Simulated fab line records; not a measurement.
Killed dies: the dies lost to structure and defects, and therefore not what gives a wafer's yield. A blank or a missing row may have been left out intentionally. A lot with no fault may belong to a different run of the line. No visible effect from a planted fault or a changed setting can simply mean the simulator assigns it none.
Which tool is to blame? | flow n5-finfet | 10 lots with 30 wafers sampled at 5 steps, on a route of 1938 steps

## WHAT THE GAUGES READ, wafer by wafer
N5_BEOL_M4_RC_MEAS_101. Usual: CJ_P 5.83, standard deviation 0.094; DIBL_N 36.3 mV/V, standard deviation 1.2; DIBL_P 36.7 mV/V, standard deviation 1.5; IOFF_N 0.164 nA/um, standard deviation 0.02; IOFF_P 0.214 nA/um, standard deviation 0.024; IOFF_P_85C 3.7 nA/um, standard deviation 0.34; IOFF_P_LIN 0.101 nA/um, standard deviation 0.009; ION_N 673 uA/um, standard deviation 8.5; ION_P 461 uA/um, standard deviation 5.9; SS_N 71.6 mV/dec, standard deviation 0.44; SS_P 73.3 mV/dec, standard deviation 0.55; VT_N 249.4 mV, standard deviation 2.4; VT_P -250.0 mV, standard deviation 2.3.
lot  | measured     | on        | CJ_P           | DIBL_N (mV/V)  | DIBL_P (mV/V)  | IOFF_N (nA/um)    | IOFF_P (nA/um)    | IOFF_P_85C (nA/um) | IOFF_P_LIN (nA/um) | ION_N (uA/um) | ION_P (uA/um) | SS_N (mV/dec)  | SS_P (mV/dec)  | VT_N (mV)         | VT_P (mV)            | flag
L927 | day 9 11:40  | prober-01 | 5.93 5.90 5.74 | 36.4 33.3 35.5 | 36.7 33.2 35.5 | 0.144 0.112 0.134 | 0.225 0.173 0.205 | 3.9 3.1 3.6        | 0.106 0.089 0.100  | 652 676 669   | 459 465 464   | 70.8 70.8 71.2 | 73.0 71.9 72.8 | 252.7 254.2 252.9 | -248.0 -249.8 -250.0 |
L930 | day 10 16:14 | prober-01 | 5.90 5.92 5.88 | 36.3 36.8 36.5 | 37.8 38.2 37.6 | 0.171 0.169 0.159 | 0.235 0.243 0.227 | 4.0 4.1 3.8        | 0.109 0.112 0.105  | 689 678 676   | 472 466 464   | 71.7 71.7 71.7 | 73.8 72.6 73.7 | 245.1 248.6 250.6 | -249.2 -249.1 -249.4 |
L933 | day 11 07:54 | prober-02 | 5.76 5.80 5.66 | 37.8 36.2 37.2 | 36.6 35.0 35.5 | 0.164 0.148 0.161 | 0.201 0.183 0.202 | 3.6 3.3 3.6        | 0.096 0.091 0.097  | 673 663 663   | 456 451 451   | 71.4 71.5 72.0 | 73.5 73.3 73.1 | 248.8 250.9 250.2 | -251.1 -253.0 -249.0 |
L937 | day 12 05:11 | prober-02 | 1.78 1.81 1.83 | 36.0 34.2 35.2 | 45.8 42.1 48.9 | 0.159 0.129 0.141 | 0.681 0.519 0.971 | 10.0 8.0 13.6      | 0.168 0.145 0.174  | 679 669 663   | 478 474 471   | 72.1 71.5 71.1 | 79.8 78.7 84.2 | 249.3 251.4 250.4 | -243.6 -244.0 -246.0 | OFF
L939 | day 12 16:58 | prober-01 | 1.92 1.91 1.92 | 33.7 32.4 34.8 | 51.7 45.9 51.4 | 0.131 0.114 0.151 | 1.143 0.680 1.106 | 15.2 9.9 14.6      | 0.169 0.138 0.175  | 664 662 660   | 473 468 468   | 71.2 71.1 70.9 | 86.5 82.0 85.8 | 252.4 254.5 249.7 | -246.8 -248.8 -244.5 | OFF
L941 | day 12 22:19 | prober-02 | 5.77 5.85 5.68 | 38.6 36.9 39.0 | 37.3 36.2 37.4 | 0.201 0.162 0.196 | 0.240 0.213 0.229 | 4.0 3.7 3.9        | 0.112 0.102 0.107  | 679 664 666   | 465 454 460   | 71.2 70.9 71.8 | 73.5 73.0 73.7 | 245.6 249.2 246.6 | -246.5 -248.0 -249.1 |
L942 | day 13 12:11 | prober-01 | 5.90 5.86 5.89 | 36.0 37.5 36.9 | 36.4 38.9 38.2 | 0.163 0.194 0.180 | 0.219 0.256 0.244 | 3.8 4.2 4.1        | 0.104 0.114 0.112  | 675 671 674   | 461 460 465   | 71.3 71.9 71.4 | 73.2 73.7 73.9 | 246.9 245.0 247.3 | -248.3 -248.7 -248.9 |
L944 | day 13 19:11 | prober-02 | 5.79 5.90 5.93 | 36.3 36.1 38.6 | 38.1 38.3 40.1 | 0.159 0.160 0.200 | 0.214 0.214 0.258 | 3.7 3.7 4.4        | 0.102 0.102 0.116  | 680 672 682   | 465 465 469   | 71.2 71.2 72.3 | 73.8 73.3 74.7 | 251.0 251.5 247.2 | -251.5 -250.7 -249.7 |

## EACH LOT AND THE TOOL THAT RAN IT (in order: tool; ch and the chambers of the sampled wafers; start)
lot  | N5_WELL_APT_IMPLANT_15         | N5_WELL_APT_EPI_41             | N5_FIN_SAQP_PECVD_47           | N5_FIN_SAQP_PECVD_06
L927 | implanter-01 ch 0, day 3 02:14 | epi-rpcvd-03 ch 0, day 3 05:10 | pecvd-04 ch 0,1,2, day 3 11:02 | pecvd-04 ch 0,1,2, day 3 11:07
L930 | implanter-02 ch 0, day 3 20:41 | epi-rpcvd-03 ch 0, day 3 23:08 | pecvd-01 ch 0,1, day 4 04:35   | pecvd-01 ch 0,1, day 4 04:41
L933 | implanter-02 ch 0, day 4 14:34 | epi-rpcvd-03 ch 0, day 4 16:37 | pecvd-01 ch 0,1, day 4 21:51   | pecvd-01 ch 0,1, day 4 21:56
L935 | implanter-02 ch 0, day 5 02:01 | epi-rpcvd-01 ch 0, day 5 04:13 | pecvd-04 ch 0,1,2, day 5 10:01 | pecvd-04 ch 0,1,2, day 5 10:05
L936 | implanter-02 ch 0, day 5 08:05 | epi-rpcvd-04 ch 0, day 5 10:16 | pecvd-01 ch 0,1,2, day 5 14:59 | pecvd-01 ch 0,1,2, day 5 15:04
L937 | implanter-02 ch 0, day 5 14:17 | epi-rpcvd-04 ch 0, day 5 16:26 | pecvd-01 ch 0,1,2, day 5 22:11 | pecvd-01 ch 0,1,2, day 5 22:16
L939 | implanter-02 ch 0, day 6 02:15 | epi-rpcvd-01 ch 0, day 6 04:22 | pecvd-02 ch 0,1, day 6 10:34   | pecvd-02 ch 0,1, day 6 10:38
L941 | implanter-01 ch 0, day 6 14:12 | epi-rpcvd-03 ch 0, day 6 17:24 | pecvd-04 ch 1,2, day 6 23:14   | pecvd-04 ch 1,2, day 6 23:22
L942 | implanter-01 ch 0, day 6 20:25 | epi-rpcvd-03 ch 0, day 6 22:39 | pecvd-01 ch 1,2, day 7 03:29   | pecvd-01 ch 1,2, day 7 03:34
L944 | implanter-01 ch 0, day 7 08:04 | epi-rpcvd-01 ch 0, day 7 09:56 | pecvd-01 ch 0,2, day 7 15:34   | pecvd-01 ch 0,2, day 7 15:41
- N5_WELL_APT_IMPLANT_15
- N5_WELL_APT_EPI_41: deposits Si from SiH4/H2, target thk 50 nm, time 297.7 s.
- N5_FIN_SAQP_PECVD_47: deposits a-Si from SiH4/He, target thk 45 nm, time 36.3 s.
- N5_FIN_SAQP_PECVD_06: deposits a-Si from SiH4/He, target thk 60 nm, time 48.1 s.

## WHAT THE TOOLS THEMSELVES READ (means of the sampled wafers that have a number; where no wafer has one, the mark that the record gives instead)
N5_WELL_APT_IMPLANT_15. Usual: dose-ions-cm2 1.5e+13, standard deviation 1.7e+10; faraday-current-uA 190, standard deviation 3.9.
lot  | tool         | dose-ions-cm2 | faraday-current-uA | flag
L927 | implanter-01 | 1.5e+13       | 187                |
L930 | implanter-02 | 1.5e+13       | 192                |
L933 | implanter-02 | 1.5e+13       | 192                |
L935 | implanter-02 | 1.5e+12       | 19                 | OFF
L936 | implanter-02 | 1.5e+12       | 19                 | OFF
L937 | implanter-02 | 1.5e+12       | 19                 | OFF
L939 | implanter-02 | 1.5e+12       | 20                 | OFF
L941 | implanter-01 | 1.5e+13       | 191                |
L942 | implanter-01 | 1.5e+13       | 192                |
L944 | implanter-01 | 1.5e+13       | 190                |

N5_WELL_APT_EPI_41. Usual: throttle-valve-pct at 11.36 %, with a standard deviation of 0.17.
lot  | tool         | throttle-valve-pct (%) | flag
L927 | epi-rpcvd-03 | 11.58                  |
L930 | epi-rpcvd-03 | 11.43                  |
L933 | epi-rpcvd-03 | 11.35                  |
L935 | epi-rpcvd-01 | 11.28                  |
L936 | epi-rpcvd-04 | 11.56                  |
L937 | epi-rpcvd-04 | 11.37                  |
L939 | epi-rpcvd-01 | 11.32                  |
L941 | epi-rpcvd-03 | 11.37                  |
L942 | epi-rpcvd-03 | 11.37                  |
L944 | epi-rpcvd-01 | 11.25                  |

N5_FIN_SAQP_PECVD_47. Usual: heater-power-w 750 W, standard deviation 78; rf-fwd-power-W 99.1 W, standard deviation 0.49; showerhead-plenum-p-Torr 5.67 Torr, standard deviation 0.041; throttle-valve-pct 18.4 %, standard deviation 0.81.
lot  | tool     | heater-power-w (W) | rf-fwd-power-W (W) | showerhead-plenum-p-Torr (Torr) | throttle-valve-pct (%) | flag
L927 | pecvd-04 | 758                | 99.1               | 5.64                            | 18.8                   |
L930 | pecvd-01 | 667                | 99.7               | 5.68                            | 18.3                   |
L933 | pecvd-01 | 702                | 99.8               | 5.67                            | 18.1                   |
L935 | pecvd-04 | 771                | 98.9               | 5.66                            | 18.7                   |
L936 | pecvd-01 | 689                | 99.4               | 5.68                            | 18.1                   |
L937 | pecvd-01 | 700                | 99.1               | 5.69                            | 18.2                   |
L939 | pecvd-02 | 813                | 99.1               | 5.66                            | 18.7                   |
L941 | pecvd-04 | 737                | 98.4               | 5.67                            | 19.5                   |
L942 | pecvd-01 | 679                | 99.2               | 5.70                            | 18.2                   |
L944 | pecvd-01 | 720                | 99.1               | 5.68                            | 18.0                   |

N5_FIN_SAQP_PECVD_06. Usual: heater-power-w 738 W, standard deviation 80; rf-fwd-power-W 99.3 W, standard deviation 0.46; showerhead-plenum-p-Torr 5.67 Torr, standard deviation 0.04; throttle-valve-pct 18.4 %, standard deviation 0.83.
lot  | tool     | heater-power-w (W) | rf-fwd-power-W (W) | showerhead-plenum-p-Torr (Torr) | throttle-valve-pct (%) | flag
L927 | pecvd-04 | 781                | 99.1               | 5.65                            | 18.7                   |
L930 | pecvd-01 | 660                | 99.7               | 5.69                            | 18.2                   |
L933 | pecvd-01 | 691                | 99.8               | 5.67                            | 18.2                   |
L935 | pecvd-04 | 788                | 99.4               | 5.65                            | 18.7                   |
L936 | pecvd-01 | 650                | 99.2               | 5.69                            | 18.0                   |
L937 | pecvd-01 | 653                | 99.8               | 5.68                            | 18.3                   |
L939 | pecvd-02 | 741                | 99.1               | 5.67                            | 18.8                   |
L941 | pecvd-04 | 722                | 99.0               | 5.67                            | 19.4                   |
L942 | pecvd-01 | 607                | 99.4               | 5.70                            | 18.1                   |
L944 | pecvd-01 | 661                | 99.6               | 5.69                            | 18.1                   |

## THE ANSWER, worked out from the rows above alone
Rule: take the mean of a lot's wafers that have a number; if it is more than 3 standard deviations from the usual mean, the lot is off. A lot without any number at a reading at which 4 lots or more have one is off too. Any other lot the step has rows for is counted as sound. First the gauges in route order, then the tools' own readings, where a lot's mean is used as printed above. At the first step where some lot is off, the reading lying furthest off is the one used; lots without a number count as furthest.
Off: at N5_BEOL_M4_RC_MEAS_101 (CJ_P), L937, L939. Neither off nor sound, because the step has no rows for them: L935, L936.
If a tool, at a process step before that reading, ran all the lots that are off and no sound lot after the first of them, it fits. Not tried: the gauges at N5_BEOL_M4_RC_MEAS_101; whatever is off there is also off at N5_WELL_APT_IMPLANT_15, on other tools, and gauge error can't account for it. One candidate fits, namely implanter-02 at N5_WELL_APT_IMPLANT_15. Its last sound lot is L933 (day 4 14:34), its first lot that is off L937 (day 5 14:17): a fault that began between those two fits.
The tool's own readings at N5_WELL_APT_IMPLANT_15 bear it out: on the lots that are off they differ by more than 5 times the standard deviation of the sound lots' means. dose-ions-cm2 reads 1.5e+12 there against 1.5e+13 on the sound lots; faraday-current-uA reads 20 there against 191 on the sound lots.

## WHAT WAS PUT IN BY THE SIMULATOR
Process parameters drifting: implanter-02 at N5_WELL_APT_IMPLANT_15, beginning at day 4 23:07. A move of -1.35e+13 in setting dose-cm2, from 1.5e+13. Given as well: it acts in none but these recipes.
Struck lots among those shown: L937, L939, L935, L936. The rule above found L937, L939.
